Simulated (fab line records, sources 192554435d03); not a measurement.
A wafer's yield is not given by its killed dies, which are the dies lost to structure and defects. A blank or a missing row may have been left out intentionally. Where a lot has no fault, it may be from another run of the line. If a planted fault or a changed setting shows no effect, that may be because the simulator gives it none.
Matching of chambers -- flow n5Finfet -- 4 sister chambers for N5_BEOL_M7_STRIP_36 on rieDiel-02
The step strips in N2/H2. 4 wafers are shown with their chamber, then 12 later ones without.

== WAFERS PAIRED WITH THEIR CHAMBERS ==
wafer,chamber,drypumpMotorCurrentA (A)
L088.6,3,4.7
L091.2,0,5.8
L091.3,1,6.4
L091.4,2,6.1

== WAFERS WHOSE CHAMBER IS MISSING ==
wafer,drypumpMotorCurrentA (A)
L092.2,5.7
L092.4,4.7
L092.5,4.8
L093.2,5.8
L093.3,6.1
L093.4,4.7
L096.2,6.4
L096.4,5.8
L096.6,5.8
L097.1,6.4
L097.2,5.8
L097.5,5.8

== WHICH CHAMBER EACH ONE RAN IN ==
wafer,from the rows above,in truth
L092.2,0,0
L092.4,3,3
L092.5,3,3
L093.2,0,0
L093.3,2,2
L093.4,3,3
L096.2,1,1
L096.4,0,0
L096.6,0,0
L097.1,1,1
L097.2,0,0
L097.5,0,0
Placed correctly: 12 of 12. Not placeable from these rows: 0. Number placed wrongly: 0.
How it was worked out, from the rows above alone: a wafer's distance from a chamber is the root of the sum, over the readings, of the square of ((its reading less the chamber's mean) divided by the reading's scatter). If the next closest chamber is less than 2 further off than the closest, the wafer can't be placed; otherwise it belongs to the closest. For every chamber, the mean is computed from those of its wafers that are shown. The scatter: root of mean squared gap, hidden wafer to nearest shown wafer, with one shown wafer a chamber.
